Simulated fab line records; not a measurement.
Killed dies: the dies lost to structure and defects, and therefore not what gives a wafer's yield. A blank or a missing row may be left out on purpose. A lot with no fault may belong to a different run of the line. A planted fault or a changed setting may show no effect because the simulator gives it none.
Which tool is to blame?    flow nandHarc    Sampling: 11 lots, 33 wafers, 7 of 1159 route steps

WHAT EACH GAUGE READ, for each wafer
NHARC_P_M0_CD_MEAS_09: the cd target is 90 nm. Usual: cdNm 90.0 nm, standard deviation 0.67.
lot   measured      on        cdNm (nm)       flag
L151  day 5 20:27   cdSem-02  89.6 89.0 89.8  
L152  day 5 22:15   cdSem-01  89.8 90.7 90.2  
L153  day 6 09:44   cdSem-01  90.0 90.7 89.7  
L154  day 6 12:34   cdSem-03  89.8 89.9 90.4  
L156  day 6 23:53   cdSem-02  90.2 88.8 89.1  
L160  day 8 00:17   cdSem-02  89.9 90.7 90.8  
L167  day 10 00:52  cdSem-01  90.5 89.5 90.0  
L168  day 10 05:32  cdSem-03  87.0 86.7 86.7  OFF
L171  day 10 17:59  cdSem-01  86.7 86.8 86.5  OFF
L173  day 11 01:52  cdSem-02  90.2 89.8 91.0  
L174  day 11 14:31  cdSem-03  89.6 89.4 89.8  

NHARC_P_M0_OVL_MEAS_10: pitch 180 nm. Usual: overlayXNm 0.1 nm, standard deviation 0.91; overlayYNm -0.3 nm, standard deviation 0.87.
lot   measured      on          overlayXNm (nm)  overlayYNm (nm)  flag
L151  day 5 20:32   overlay-01  -0.6 0.0 0.0     0.5 0.4 0.0      
L152  day 5 22:20   overlay-01  -0.6 -1.1 -0.5   -0.9 -0.7 -1.0   
L153  day 6 09:50   overlay-01  1.2 0.9 1.0      1.2 0.9 1.0      
L154  day 6 12:39   overlay-01  -0.4 0.4 -0.2    -1.3 -1.9 -2.0   
L156  day 6 23:59   overlay-01  -0.6 -1.0 -0.7   -0.6 -1.0 -0.2   
L160  day 8 00:22   overlay-01  1.5 1.2 1.3      -0.7 -0.5 0.1    
L167  day 10 00:57  overlay-01  -0.3 -0.7 0.0    -0.6 -0.9 -0.5   
L168  day 10 05:38  overlay-01  0.6 0.5 0.7      1.6 0.4 1.4      
L171  day 10 18:05  overlay-01  -1.8 -2.2 -1.5   -0.8 -0.7 -1.3   
L173  day 11 01:56  overlay-01  1.5 1.3 1.5      -0.5 -0.3 -0.6   
L174  day 11 14:35  overlay-01  0.0 0.3 0.0      0.0 -0.2 -0.2    

NHARC_P_M0_CD_MEAS_16. Usual: cdNm 89.9 nm, standard deviation 0.75.
lot   measured      on        cdNm (nm)       flag
L151  day 5 20:56   cdSem-02  89.0 89.6 89.9  
L152  day 5 22:45   cdSem-03  91.0 90.0 89.7  
L153  day 6 10:16   cdSem-02  89.3 90.8 89.0  
L154  day 6 13:03   cdSem-01  88.7 89.4 90.0  
L156  day 7 00:25   cdSem-03  89.5 89.3 89.6  
L160  day 8 00:46   cdSem-02  89.9 90.0 89.9  
L167  day 10 01:21  cdSem-01  90.7 90.2 89.3  
L168  day 10 06:02  cdSem-01  85.9 86.2 86.5  OFF
L171  day 10 18:48  cdSem-03  86.8 86.9 86.0  OFF
L173  day 11 02:20  cdSem-02  90.5 89.7 90.9  
L174  day 11 14:59  cdSem-03  88.3 88.4 89.0  

NHARC_END_SORT_01. Usual: defectLimitedYield 95.7 %, standard deviation 1.6; killedAtArray 25, standard deviation 9.7; killedAtOther 0.7, standard deviation 0.87; killedAtPeriphery 3.3, standard deviation 2.3; killedDies 29, standard deviation 11; killedOpen 3.6, standard deviation 2.1; killedShort 2.3, standard deviation 1.7; sort_bin_2_pct 1.4 %, standard deviation 0.62; sort_bin_3_pct 0.25 %, standard deviation 0.21; sort_bin_4_pct 2.7 %, standard deviation 1; sortNPass 648, standard deviation 11; sortRimYieldPct 94 %, standard deviation 3.2; sortYieldPct 95.7 %, standard deviation 1.6.
lot   measured      on         defectLimitedYield (%)  killedAtArray  killedAtOther  killedAtPeriphery  killedDies  killedOpen  killedShort  sort_bin_2_pct (%)  sort_bin_3_pct (%)  sort_bin_4_pct (%)  sortNPass  sortRimYieldPct (%)  sortYieldPct (%)  flag
L168  day 24 02:37  prober-02  94.4                    35             0              3                  38          2           4            1.9                 0.15                3.5                 639        92                   94.4              

EACH LOT AND THE TOOL THAT RAN IT (in order: tool; ch and the chambers of the sampled wafers; start)
lot   NHARC_P_M0_PEB_07                 NHARC_P_M0_ETCH_15                            NHARC_P_M0_PVD_21
L151  lithoTrack-06 ch 0, day 5 20:22   rieDiel-11 ch 2,3, day 5 20:56 or earlier     pvdSputter-01, no start
L152  lithoTrack-04 ch 0, day 5 22:10   rieDiel-06 ch 0,1,2, day 5 22:45 or earlier   pvdSputter-02, no start
L153  lithoTrack-06 ch 0, day 6 09:40   rieDiel-11 ch 1,2,3, day 6 10:16 or earlier   pvdSputter-02, no start
L154  lithoTrack-04 ch 0, day 6 12:29   rieDiel-04 ch 1,2,3, day 6 13:03 or earlier   pvdSputter-02, no start
L156  lithoTrack-06 ch 0, day 6 23:49   rieDiel-11 ch 1,2,3, day 7 00:25 or earlier   pvdSputter-01, no start
L160  lithoTrack-04 ch 0, day 8 00:11   rieDiel-06 ch 1,2, day 8 00:46 or earlier     pvdSputter-01, no start
L167  lithoTrack-01 ch 0, day 10 00:47  rieDiel-06 ch 0,1,2, day 10 01:21 or earlier  pvdSputter-01, no start
L168  lithoTrack-04 ch 0, day 10 05:28  rieDiel-06 ch 0,3, day 10 06:02 or earlier    pvdSputter-01, day 24 02:37 or earlier
L171  lithoTrack-04 ch 0, day 10 17:55  rieDiel-04 ch 0,2,3, day 10 18:48 or earlier  pvdSputter-02, no start
L173  lithoTrack-01 ch 0, day 11 01:47  rieDiel-11 ch 0,2, day 11 02:20 or earlier    pvdSputter-03, no start
L174  lithoTrack-01 ch 0, day 11 14:26  rieDiel-06 ch 0,1,3, day 11 14:59 or earlier  pvdSputter-01, no start
- NHARC_P_M0_PEB_07: peb time 65 s.
- NHARC_P_M0_ETCH_15: etches the open film in C4F8/Ar, target depth 150 nm, overetch 15 nm, time 82.5 s.
- NHARC_P_M0_PVD_21: deposits Cu, target thk 30 nm, time 20.49 s.

AS READ BY THE TOOLS THEMSELVES (means over the sampled wafers that have a number; for cases with no such wafer, the mark the record gives instead)
NHARC_P_M0_PEB_07. Usual: heaterPowerTotalW 156.7 W, standard deviation 0.4; plateTempC 100.02 C, standard deviation 0.12.
lot   tool           heaterPowerTotalW (W)  plateTempC (C)  flag
L151  lithoTrack-06  157.2                  99.92           
L152  lithoTrack-04  156.9                  100.03          
L153  lithoTrack-06  157.0                  99.83           
L154  lithoTrack-04  156.4                  100.03          
L156  lithoTrack-06  156.9                  100.05          
L160  lithoTrack-04  156.4                  99.98           
L167  lithoTrack-01  156.7                  100.05          
L168  lithoTrack-04  154.6                  99.00           OFF
L171  lithoTrack-04  155.2                  99.35           OFF
L173  lithoTrack-01  156.6                  100.00          
L174  lithoTrack-01  156.7                  100.11          

NHARC_P_M0_ETCH_15. Usual: oesProductAu 0.962 a.u., standard deviation 0.02; rfVppV 441.0 V, standard deviation 3.
lot   tool        oesProductAu (a.u.)  rfVppV (V)  flag
L151  rieDiel-11  0.968                444.2       
L152  rieDiel-06  0.968                439.3       
L153  rieDiel-11  0.925                441.5       
L154  rieDiel-04  0.971                442.2       
L156  rieDiel-11  0.938                442.0       
L160  rieDiel-06  0.977                440.7       
L167  rieDiel-06  0.970                439.9       
L168  rieDiel-06  0.953                437.8       
L171  rieDiel-04  0.949                442.1       
L173  rieDiel-11  0.971                442.5       
L174  rieDiel-06  0.968                437.4       

NHARC_P_M0_PVD_21. Usual: throttleValvePct 30.1 %, standard deviation 0.95.
lot   tool           throttleValvePct (%)  flag
L151  pvdSputter-01  30.1                  
L152  pvdSputter-02  29.0                  
L153  pvdSputter-02  28.9                  
L154  pvdSputter-02  28.6                  
L156  pvdSputter-01  30.2                  
L160  pvdSputter-01  30.0                  
L167  pvdSputter-01  30.2                  
L168  pvdSputter-01  29.9                  
L171  pvdSputter-02  29.3                  
L173  pvdSputter-03  30.5                  
L174  pvdSputter-01  30.2                  

THE ANSWER, worked out from the rows above alone
Rule: lot off if the mean of its wafers having a number is beyond 3 standard deviations from the usual mean. Also off: a lot with no number at a reading for which 4 or more lots have one. Any other lot the step has rows for is counted as sound. First the gauges in route order, then the tools' own readings, where a lot's mean is used as printed above. At the first step where some lot is off, the reading lying furthest off is the one used; lots without a number count as furthest.
Off: L168, L171 (NHARC_P_M0_CD_MEAS_09, cdNm).
A tool fits if, at a process step before that reading, it ran every lot that is off, and no sound lot after the first of them. Not tried: the gauges at NHARC_P_M0_CD_MEAS_09; whatever is off there is also off at NHARC_P_M0_PEB_07, on other tools, and gauge error can't account for it. One fits: lithoTrack-04 at NHARC_P_M0_PEB_07. A fault onset in the window from L160 (day 8 00:11, its last sound lot) to L168 (day 10 05:28, its first lot off) fits.
The tool's own readings at NHARC_P_M0_PEB_07 bear it out: on the lots that are off they differ by more than 5 times the standard deviation of the sound lots' means. heaterPowerTotalW reads 154.9 W there against 156.8 W on the sound lots; plateTempC reads 99.17 C there against 100.00 C on the sound lots.

WHAT THE SIMULATOR HAD INSERTED
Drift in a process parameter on lithoTrack-04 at NHARC_P_M0_PEB_07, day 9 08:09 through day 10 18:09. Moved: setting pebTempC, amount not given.
Shown lots that were struck: L168, L171. The same result came from the rule above.
